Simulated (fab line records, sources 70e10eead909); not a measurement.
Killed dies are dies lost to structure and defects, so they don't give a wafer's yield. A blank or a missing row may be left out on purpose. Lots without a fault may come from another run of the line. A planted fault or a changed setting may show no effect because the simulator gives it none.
Which tool did it? | flow nand_harc | 24 lots, 72 wafers sampled, at 6 steps of a route of 1159

WHAT THE GAUGES READ, wafer by wafer
The record holds no reading of a measuring or inspecting step that can be judged against a usual standard deviation.

WHICH TOOL RAN EACH LOT (tool, then ch and the chambers of the sampled wafers, then the start)
lot  | NHARC_A_CHANNEL_FILL_D1_ALD_15                 | NHARC_A_CHANNEL_FILL_D1_ETCHBACK_08           | NHARC_A_STAIRCASE_ETCH_169         | NHARC_A_STAIRCASE_STRIP_171          | NHARC_A_STAIRCASE_DESCUM_11        | NHARC_A_STAIRCASE_TRIM_22
L074 | ald_sin_batch-01 ch 0, day 10 14:01 or earlier | rie_diel-08 ch 1,2,3, day 10 14:01 or earlier | rie_diel-04 ch 0,2,3, day 10 14:01 | plasma_asher-01 ch 0,1, day 10 14:14 | rie_diel-03 ch 0,1, day 10 15:50   | rie_diel-03 ch 0,1,2, no start
L075 | ald_sin_batch-02 ch 0, day 11 02:31 or earlier | rie_diel-05 ch 1,3, day 11 02:31 or earlier   | rie_diel-04 ch 0,2, day 11 02:31   | plasma_asher-02 ch 0,1, day 11 02:45 | rie_diel-04 ch 0,1,3, day 11 04:22 | rie_diel-03 ch 1,3, no start
L076 | ald_sin_batch-02 ch 0, day 11 06:47 or earlier | rie_diel-08 ch 1,3, day 11 06:47 or earlier   | rie_diel-03 ch 0,1,2, day 11 06:47 | plasma_asher-02 ch 0,1, day 11 07:05 | rie_diel-13 ch 0,2, day 11 08:34   | rie_diel-04 ch 0,2,3, no start
L077 | ald_sin_batch-02 ch 0, day 11 06:28 or earlier | rie_diel-06 ch 0,1,2, day 11 06:28 or earlier | rie_diel-04 ch 1,2, day 11 06:28   | plasma_asher-01 ch 0,1, day 11 06:42 | rie_diel-04 ch 1,2,3, day 11 08:06 | rie_diel-04 ch 1,3, no start
L078 | ald_sin_batch-02 ch 0, day 11 13:48 or earlier | rie_diel-08 ch 0,1,2, day 11 13:48 or earlier | rie_diel-13 ch 1,2,3, day 11 13:48 | plasma_asher-02 ch 0,1, day 11 14:10 | rie_diel-03 ch 0,1,2, day 11 15:40 | rie_diel-13 ch 0,1,3, no start
L079 | ald_sin_batch-01 ch 0, day 11 21:57 or earlier | rie_diel-08 ch 1,3, day 11 21:57 or earlier   | rie_diel-04 ch 2,3, day 11 21:57   | plasma_asher-02 ch 0,1, day 11 22:11 | rie_diel-13 ch 1,2,3, day 11 23:42 | rie_diel-13 ch 0,1, no start
L081 | ald_sin_batch-03 ch 0, day 12 05:14 or earlier | rie_diel-08 ch 1,3, day 12 05:14 or earlier   | rie_diel-13 ch 0,1,3, day 12 05:14 | plasma_asher-01 ch 1, day 12 05:27   | rie_diel-03 ch 0,2,3, day 12 06:59 | rie_diel-04 ch 1,2, no start
L080 | ald_sin_batch-01 ch 0, day 12 16:47 or earlier | rie_diel-05 ch 0,1,2, day 12 16:47 or earlier | rie_diel-03 ch 1,2,3, day 12 16:47 | plasma_asher-02 ch 0,1, day 12 17:22 | rie_diel-04 ch 1,2,3, day 12 18:50 | rie_diel-04 ch 1,3, no start
L082 | ald_sin_batch-01 ch 0, day 12 22:55 or earlier | rie_diel-08 ch 1,2,3, day 12 22:55 or earlier | rie_diel-03 ch 0,1,3, day 12 22:55 | plasma_asher-01 ch 0,1, day 12 23:11 | rie_diel-03 ch 0,1,2, day 13 01:44 | rie_diel-03 ch 0,1,2, no start
L084 | ald_sin_batch-01 ch 0, day 12 22:38 or earlier | rie_diel-05 ch 1,2,3, day 12 22:38 or earlier | rie_diel-04 ch 1,3, day 12 22:38   | plasma_asher-01 ch 0,1, day 12 22:54 | rie_diel-13 ch 0,3, day 13 00:32   | rie_diel-03 ch 0,2, no start
L083 | ald_sin_batch-03 ch 0, day 13 02:39 or earlier | rie_diel-08 ch 0,1,2, day 13 02:39 or earlier | rie_diel-13 ch 0,2,3, day 13 02:39 | plasma_asher-01 ch 0,1, day 13 02:55 | rie_diel-13 ch 0,1,2, day 13 04:23 | rie_diel-13 ch 0,1,2, no start
L085 | ald_sin_batch-01 ch 0, day 13 12:19 or earlier | rie_diel-05 ch 0,1, day 13 12:19 or earlier   | rie_diel-04 ch 1,2, day 13 12:19   | plasma_asher-01 ch 0,1, day 13 12:41 | rie_diel-04 ch 1,2, day 13 14:03   | rie_diel-03 ch 0,1,2, no start
L086 | ald_sin_batch-02 ch 0, day 14 17:10 or earlier | rie_diel-05 ch 0,1,3, day 14 17:10 or earlier | rie_diel-13 ch 0,1,2, day 14 17:10 | plasma_asher-02 ch 0,1, day 14 17:23 | rie_diel-13 ch 0,1,2, day 14 18:47 | rie_diel-03 ch 0,1,2, no start
L087 | ald_sin_batch-02 ch 0, day 14 17:20 or earlier | rie_diel-08 ch 0,1,3, day 14 17:20 or earlier | rie_diel-04 ch 0,1,3, day 14 17:20 | plasma_asher-01 ch 0,1, day 14 17:37 | rie_diel-13 ch 0,2,3, day 14 19:05 | rie_diel-13 ch 1,2,3, no start
L088 | ald_sin_batch-01 ch 0, day 14 17:31 or earlier | rie_diel-05 ch 0,1,3, day 14 17:31 or earlier | rie_diel-03 ch 0,2,3, day 14 17:31 | plasma_asher-02 ch 0,1, day 14 17:44 | rie_diel-04 ch 1,2,3, day 14 19:17 | rie_diel-03 ch 0,1,3, no start
L089 | ald_sin_batch-01 ch 0, day 14 21:10 or earlier | rie_diel-08 ch 0,1,2, day 14 21:10 or earlier | rie_diel-04 ch 0,1,2, day 14 21:10 | plasma_asher-01 ch 0,1, day 14 21:23 | rie_diel-03 ch 0,3, day 14 22:59   | rie_diel-13 ch 1,3, no start
L090 | ald_sin_batch-02 ch 0, day 14 21:29 or earlier | rie_diel-05 ch 0,1,3, day 14 21:29 or earlier | rie_diel-03 ch 0,1,2, day 14 21:29 | plasma_asher-01 ch 0,1, day 14 21:56 | rie_diel-04 ch 0,2,3, day 14 23:35 | rie_diel-03 ch 0,1,2, no start
L091 | ald_sin_batch-02 ch 0, day 14 21:26 or earlier | rie_diel-05 ch 0,3, day 14 21:26 or earlier   | rie_diel-04 ch 0,1, day 14 21:26   | plasma_asher-02 ch 0,1, day 14 21:53 | rie_diel-03 ch 1,3, day 14 23:16   | rie_diel-03 ch 0,2, no start
L092 | ald_sin_batch-03 ch 0, day 15 00:47 or earlier | rie_diel-08 ch 0,2,3, day 15 00:47 or earlier | rie_diel-04 ch 1,2, day 15 00:47   | plasma_asher-01 ch 0,1, day 15 01:10 | rie_diel-03 ch 1,2, day 15 02:38   | rie_diel-13 ch 0,3, no start
L093 | ald_sin_batch-01 ch 0, day 15 23:58 or earlier | rie_diel-05 ch 0,1,2, day 15 23:58 or earlier | rie_diel-03 ch 1,2, day 15 23:58   | plasma_asher-01 ch 0,1, day 16 00:14 | rie_diel-13 ch 0,1,3, day 16 01:42 | rie_diel-04 ch 1,2,3, no start
L094 | ald_sin_batch-01 ch 0, day 15 23:56 or earlier | rie_diel-08 ch 0,1,3, day 15 23:56 or earlier | rie_diel-04 ch 2,3, day 15 23:56   | plasma_asher-01 ch 0,1, day 16 00:28 | rie_diel-04 ch 0,2,3, day 16 01:59 | rie_diel-03 ch 0,1, no start
L095 | ald_sin_batch-02 ch 0, day 16 06:04 or earlier | rie_diel-08 ch 1,2,3, day 16 06:04 or earlier | rie_diel-04 ch 0,2, day 16 06:04   | plasma_asher-01 ch 0,1, day 16 07:56 | rie_diel-04 ch 1,2,3, day 16 09:28 | rie_diel-03 ch 1,2,3, no start
L096 | ald_sin_batch-02 ch 0, day 16 06:23 or earlier | rie_diel-05 ch 1,2, day 16 06:23 or earlier   | rie_diel-04 ch 1,2,3, day 16 06:23 | plasma_asher-01 ch 0,1, day 16 08:13 | rie_diel-04 ch 0,1,3, day 16 09:46 | rie_diel-13 ch 0,1,2, no start
L097 | ald_sin_batch-02 ch 0, day 16 20:07 or earlier | rie_diel-08 ch 1,2,3, day 16 20:07 or earlier | rie_diel-13 ch 0,1,2, day 16 20:07 | plasma_asher-01 ch 1, day 16 20:19   | rie_diel-04 ch 0,1,3, day 16 21:56 | rie_diel-13 ch 0,1,3, no start
- NHARC_A_CHANNEL_FILL_D1_ALD_15: deposits SiNx, target thk 2 nm, pulse time 60 s, ald cycles 19.
- NHARC_A_CHANNEL_FILL_D1_ETCHBACK_08: etches the open film in C4F8, target depth 220 nm, time 110 s.
- NHARC_A_STAIRCASE_ETCH_169: etches the open film in CH3F/O2, target depth 50 nm, time 107.1 s.
- NHARC_A_STAIRCASE_STRIP_171: strips in O2.
- NHARC_A_STAIRCASE_DESCUM_11: chemistry O2, time 3 s.
- NHARC_A_STAIRCASE_TRIM_22: chemistry O2, time 211.2 s.

WHAT THE TOOLS THEMSELVES READ (means of the sampled wafers that have a number; where no wafer has one, the mark that the record gives instead)
NHARC_A_CHANNEL_FILL_D1_ALD_15. Usual: chamber_pressure_Torr 1.999 Torr, standard deviation 0.0045; precursor_pulse_height_rel 1.000, standard deviation 0.017.
lot  | tool             | chamber_pressure_Torr (Torr) | precursor_pulse_height_rel | flag
L074 | ald_sin_batch-01 | 1.996                        | 1.000                      |
L075 | ald_sin_batch-02 | 2.000                        | 1.018                      |
L076 | ald_sin_batch-02 | 1.997                        | 1.015                      |
L077 | ald_sin_batch-02 | 1.997                        | 0.999                      |
L078 | ald_sin_batch-02 | 2.001                        | 0.999                      |
L079 | ald_sin_batch-01 | 2.000                        | 1.004                      |
L081 | ald_sin_batch-03 | 1.997                        | 0.997                      |
L080 | ald_sin_batch-01 | 1.995                        | 1.002                      |
L082 | ald_sin_batch-01 | 1.999                        | 1.009                      |
L084 | ald_sin_batch-01 | 1.998                        | 1.024                      |
L083 | ald_sin_batch-03 | 2.002                        | 1.004                      |
L085 | ald_sin_batch-01 | 1.997                        | 1.000                      |
L086 | ald_sin_batch-02 | 1.998                        | 0.976                      |
L087 | ald_sin_batch-02 | 2.000                        | 0.980                      |
L088 | ald_sin_batch-01 | 2.002                        | 0.993                      |
L089 | ald_sin_batch-01 | 1.995                        | 1.011                      |
L090 | ald_sin_batch-02 | 2.002                        | 1.002                      |
L091 | ald_sin_batch-02 | 1.997                        | 0.994                      |
L092 | ald_sin_batch-03 | 2.006                        | 1.012                      |
L093 | ald_sin_batch-01 | 1.995                        | 1.001                      |
L094 | ald_sin_batch-01 | 2.000                        | 0.995                      |
L095 | ald_sin_batch-02 | 1.998                        | 0.995                      |
L096 | ald_sin_batch-02 | 2.002                        | 0.998                      |
L097 | ald_sin_batch-02 | 1.999                        | 0.978                      |

NHARC_A_CHANNEL_FILL_D1_ETCHBACK_08. Usual: oes_product_au 0.96 a.u., standard deviation 0.038; rf_vpp_V 440.3 V, standard deviation 3.
lot  | tool        | oes_product_au (a.u.) | rf_vpp_V (V) | flag
L074 | rie_diel-08 | 0.93                  | 439.0        |
L075 | rie_diel-05 | 1.02                  | 443.5        |
L076 | rie_diel-08 | 0.91                  | 440.1        |
L077 | rie_diel-06 | 0.92                  | 441.1        |
L078 | rie_diel-08 | 0.92                  | 440.7        |
L079 | rie_diel-08 | 0.91                  | 440.5        |
L081 | rie_diel-08 | 0.91                  | 440.3        |
L080 | rie_diel-05 | 0.94                  | 437.6        |
L082 | rie_diel-08 | 0.93                  | 439.7        |
L084 | rie_diel-05 | 0.93                  | 441.1        |
L083 | rie_diel-08 | 0.92                  | 439.8        |
L085 | rie_diel-05 | 0.93                  | 438.7        |
L086 | rie_diel-05 | 0.93                  | 440.6        |
L087 | rie_diel-08 | 1.00                  | 441.8        |
L088 | rie_diel-05 | 0.94                  | 440.6        |
L089 | rie_diel-08 | 0.99                  | 441.1        |
L090 | rie_diel-05 | 0.93                  | 440.5        |
L091 | rie_diel-05 | 0.93                  | 439.0        |
L092 | rie_diel-08 | 0.99                  | 441.3        |
L093 | rie_diel-05 | 1.00                  | 438.9        |
L094 | rie_diel-08 | 1.00                  | 442.4        |
L095 | rie_diel-08 | 1.01                  | 440.0        |
L096 | rie_diel-05 | 1.01                  | 440.3        |
L097 | rie_diel-08 | 1.00                  | 439.5        |

NHARC_A_STAIRCASE_ETCH_169. Usual: drypump_motor_current_A 5.7 A, standard deviation 0.59; oes_product_au 0.953 a.u., standard deviation 0.022; rf_vpp_V 244.1 V, standard deviation 1.5; showerhead_plenum_p_Torr 2.43 Torr, standard deviation 0.099; throttle_valve_pct 20.664 %, standard deviation 0.0098.
lot  | tool        | drypump_motor_current_A (A) | oes_product_au (a.u.) | rf_vpp_V (V) | showerhead_plenum_p_Torr (Torr) | throttle_valve_pct (%) | flag
L074 | rie_diel-04 | 6.0                         | 0.935                 | 244.2        | 2.45                            | 20.657                 |
L075 | rie_diel-04 | 6.3                         | 0.977                 | 245.3        | 2.51                            | 20.661                 |
L076 | rie_diel-03 | 6.1                         | 0.950                 | 242.8        | 2.36                            | 20.664                 |
L077 | rie_diel-04 | 5.0                         | 0.939                 | 244.5        | 2.47                            | 20.664                 |
L078 | rie_diel-13 | 5.7                         | 0.926                 | 243.6        | 2.43                            | 20.668                 |
L079 | rie_diel-04 | 5.6                         | 0.985                 | 243.8        | 2.38                            | 20.661                 |
L081 | rie_diel-13 | 5.9                         | 0.920                 | 244.4        | 2.36                            | 20.662                 |
L080 | rie_diel-03 | 6.2                         | 0.967                 | 243.1        | 2.41                            | 20.660                 |
L082 | rie_diel-03 | 6.2                         | 0.976                 | 244.5        | 2.44                            | 20.669                 |
L084 | rie_diel-04 | 5.0                         | 0.922                 | 243.7        | 2.41                            | 20.657                 |
L083 | rie_diel-13 | 5.7                         | 0.957                 | 244.1        | 2.46                            | 20.657                 |
L085 | rie_diel-04 | 5.3                         | 0.943                 | 244.9        | 2.49                            | 20.673                 |
L086 | rie_diel-13 | 5.6                         | 0.952                 | 244.5        | 2.47                            | 20.665                 |
L087 | rie_diel-04 | 5.6                         | 0.970                 | 243.9        | 2.42                            | 20.665                 |
L088 | rie_diel-03 | 6.1                         | 0.973                 | 243.1        | 2.40                            | 20.664                 |
L089 | rie_diel-04 | 5.7                         | 0.974                 | 244.2        | 2.48                            | 20.659                 |
L090 | rie_diel-03 | 6.1                         | 0.945                 | 242.9        | 2.35                            | 20.671                 |
L091 | rie_diel-04 | 5.4                         | 0.980                 | 243.9        | 2.47                            | 20.665                 |
L092 | rie_diel-04 | 5.0                         | 0.942                 | 244.9        | 2.46                            | 20.673                 |
L093 | rie_diel-03 | 6.0                         | 0.919                 | 242.9        | 2.32                            | 20.660                 |
L094 | rie_diel-04 | 5.6                         | 0.963                 | 243.9        | 2.37                            | 20.660                 |
L095 | rie_diel-04 | 6.3                         | 0.966                 | 244.8        | 2.49                            | 20.657                 |
L096 | rie_diel-04 | 5.3                         | 0.936                 | 244.4        | 2.42                            | 20.673                 |
L097 | rie_diel-13 | 5.6                         | 0.951                 | 245.5        | 2.47                            | 20.673                 |

NHARC_A_STAIRCASE_STRIP_171. Usual: drypump_motor_current_A 5.7 A, standard deviation 0.39; heater_power_w 338 W, standard deviation 32.
lot  | tool            | drypump_motor_current_A (A) | heater_power_w (W) | flag
L074 | plasma_asher-01 | 5.8                         | 325                |
L075 | plasma_asher-02 | 5.5                         | 353                |
L076 | plasma_asher-02 | 5.5                         | 353                |
L077 | plasma_asher-01 | 5.8                         | 327                |
L078 | plasma_asher-02 | 5.5                         | 351                |
L079 | plasma_asher-02 | 5.3                         | 316                |
L081 | plasma_asher-01 | 6.2                         | 342                |
L080 | plasma_asher-02 | 5.5                         | 353                |
L082 | plasma_asher-01 | 5.8                         | 338                |
L084 | plasma_asher-01 | 5.8                         | 339                |
L083 | plasma_asher-01 | 5.8                         | 340                |
L085 | plasma_asher-01 | 6.0                         | 340                |
L086 | plasma_asher-02 | 5.5                         | 351                |
L087 | plasma_asher-01 | 5.8                         | 335                |
L088 | plasma_asher-02 | 5.5                         | 357                |
L089 | plasma_asher-01 | 6.0                         | 341                |
L090 | plasma_asher-01 | 6.0                         | 345                |
L091 | plasma_asher-02 | 5.3                         | 319                |
L092 | plasma_asher-01 | 5.7                         | 339                |
L093 | plasma_asher-01 | 5.8                         | 337                |
L094 | plasma_asher-01 | 5.8                         | 341                |
L095 | plasma_asher-01 | 5.8                         | 344                |
L096 | plasma_asher-01 | 5.8                         | 337                |
L097 | plasma_asher-01 | 6.2                         | 350                |

NHARC_A_STAIRCASE_DESCUM_11. Usual: drypump_motor_current_A 5.8 A, standard deviation 0.55; oes_product_au 0.999 a.u., standard deviation 0.012; rf_vpp_V 57.6 V, standard deviation 0.92; showerhead_plenum_p_Torr 1.89 Torr, standard deviation 0.082; throttle_valve_pct 11.312 %, standard deviation 0.0096.
lot  | tool        | drypump_motor_current_A (A) | oes_product_au (a.u.) | rf_vpp_V (V) | showerhead_plenum_p_Torr (Torr) | throttle_valve_pct (%) | flag
L074 | rie_diel-03 | 6.2                         | 1.006                 | 58.0         | 1.85                            | 11.311                 |
L075 | rie_diel-04 | 5.7                         | 1.010                 | 57.4         | 1.89                            | 11.312                 |
L076 | rie_diel-13 | 5.6                         | 0.994                 | 57.9         | 1.96                            | 11.303                 |
L077 | rie_diel-04 | 5.3                         | 1.002                 | 58.0         | 1.89                            | 11.310                 |
L078 | rie_diel-03 | 6.1                         | 1.000                 | 58.0         | 1.83                            | 11.307                 |
L079 | rie_diel-13 | 5.7                         | 1.005                 | 57.8         | 1.89                            | 11.305                 |
L081 | rie_diel-03 | 6.1                         | 1.003                 | 58.1         | 1.87                            | 11.310                 |
L080 | rie_diel-04 | 5.3                         | 0.999                 | 57.3         | 1.89                            | 11.311                 |
L082 | rie_diel-03 | 6.1                         | 0.997                 | 56.8         | 1.83                            | 11.308                 |
L084 | rie_diel-13 | 5.9                         | 0.999                 | 57.6         | 1.86                            | 11.321                 |
L083 | rie_diel-13 | 5.6                         | 0.994                 | 57.7         | 1.93                            | 11.310                 |
L085 | rie_diel-04 | 5.3                         | 0.996                 | 57.7         | 1.93                            | 11.313                 |
L086 | rie_diel-13 | 5.6                         | 0.991                 | 57.7         | 1.92                            | 11.313                 |
L087 | rie_diel-13 | 5.7                         | 0.993                 | 57.6         | 1.91                            | 11.310                 |
L088 | rie_diel-04 | 5.3                         | 0.998                 | 58.1         | 1.88                            | 11.310                 |
L089 | rie_diel-03 | 6.2                         | 0.984                 | 57.9         | 1.94                            | 11.313                 |
L090 | rie_diel-04 | 6.0                         | 0.998                 | 57.1         | 1.89                            | 11.312                 |
L091 | rie_diel-03 | 6.3                         | 0.988                 | 58.6         | 1.94                            | 11.308                 |
L092 | rie_diel-03 | 6.2                         | 0.992                 | 57.7         | 1.83                            | 11.310                 |
L093 | rie_diel-13 | 5.9                         | 1.011                 | 56.8         | 1.83                            | 11.304                 |
L094 | rie_diel-04 | 6.0                         | 0.989                 | 57.1         | 1.89                            | 11.314                 |
L095 | rie_diel-04 | 5.3                         | 0.991                 | 57.3         | 1.88                            | 11.315                 |
L096 | rie_diel-04 | 5.7                         | 0.995                 | 57.6         | 1.88                            | 11.308                 |
L097 | rie_diel-04 | 5.7                         | 1.001                 | 57.4         | 1.88                            | 11.311                 |

NHARC_A_STAIRCASE_TRIM_22. Usual: drypump_motor_current_A 5.9 A, standard deviation 0.44; oes_product_au 1.000 a.u., standard deviation 0.013; rf_vpp_V 57.7 V, standard deviation 0.89; showerhead_plenum_p_Torr 3.46 Torr, standard deviation 0.15; throttle_valve_pct 17.036 %, standard deviation 0.0091.
lot  | tool        | drypump_motor_current_A (A) | oes_product_au (a.u.) | rf_vpp_V (V) | showerhead_plenum_p_Torr (Torr) | throttle_valve_pct (%) | flag
L074 | rie_diel-03 | 6.1                         | 1.008                 | 58.3         | 3.39                            | 17.040                 |
L075 | rie_diel-03 | 6.3                         | 0.991                 | 57.0         | 3.51                            | 17.048                 |
L076 | rie_diel-04 | 6.0                         | 1.010                 | 58.6         | 3.51                            | 17.040                 |
L077 | rie_diel-04 | 5.3                         | 1.014                 | 58.1         | 3.41                            | 17.049                 |
L078 | rie_diel-13 | 6.0                         | 0.988                 | 57.3         | 3.40                            | 17.045                 |
L079 | rie_diel-13 | 5.9                         | 0.987                 | 57.8         | 3.47                            | 17.032                 |
L081 | rie_diel-04 | 5.3                         | 1.005                 | 58.2         | 3.57                            | 17.032                 |
L080 | rie_diel-04 | 5.3                         | 0.996                 | 57.7         | 3.40                            | 17.038                 |
L082 | rie_diel-03 | 6.1                         | 1.002                 | 57.2         | 3.38                            | 17.039                 |
L084 | rie_diel-03 | 6.0                         | 1.009                 | 56.9         | 3.34                            | 17.036                 |
L083 | rie_diel-13 | 5.6                         | 0.989                 | 56.7         | 3.55                            | 17.040                 |
L085 | rie_diel-03 | 6.1                         | 0.999                 | 57.5         | 3.38                            | 17.043                 |
L086 | rie_diel-03 | 6.1                         | 0.999                 | 57.4         | 3.37                            | 17.038                 |
L087 | rie_diel-13 | 5.7                         | 1.002                 | 57.7         | 3.47                            | 17.031                 |
L088 | rie_diel-03 | 6.2                         | 1.002                 | 57.9         | 3.49                            | 17.038                 |
L089 | rie_diel-13 | 6.0                         | 1.016                 | 57.6         | 3.31                            | 17.037                 |
L090 | rie_diel-03 | 6.1                         | 0.990                 | 57.7         | 3.37                            | 17.034                 |
L091 | rie_diel-03 | 6.0                         | 0.996                 | 57.0         | 3.33                            | 17.038                 |
L092 | rie_diel-13 | 6.0                         | 1.002                 | 57.9         | 3.43                            | 17.034                 |
L093 | rie_diel-04 | 5.3                         | 0.999                 | 57.0         | 3.47                            | 17.024                 |
L094 | rie_diel-03 | 6.3                         | 1.004                 | 57.7         | 3.41                            | 17.034                 |
L095 | rie_diel-03 | 6.2                         | 1.006                 | 58.1         | 3.45                            | 17.044                 |
L096 | rie_diel-13 | 5.6                         | 0.983                 | 57.2         | 3.54                            | 17.029                 |
L097 | rie_diel-13 | 6.0                         | 1.001                 | 57.5         | 3.38                            | 17.037                 |

THE ANSWER, worked out from the rows above alone
Rule: a lot is off if the mean of its wafers that have a number lies more than 3 standard deviations from the usual mean. A lot without any number at a reading at which 4 lots or more have one is off too. The other lots that the step has rows for count as sound. The gauges are gone through in route order, then the tools' own readings, and for those a lot's mean is taken as printed above. The first step at which some lot is off is used, and at that step the reading that is off furthest; a lot without a number counts as furthest.
No lot is off at any reading shown: from this, nothing can be told.

WHAT THE SIMULATOR HAD PUT IN
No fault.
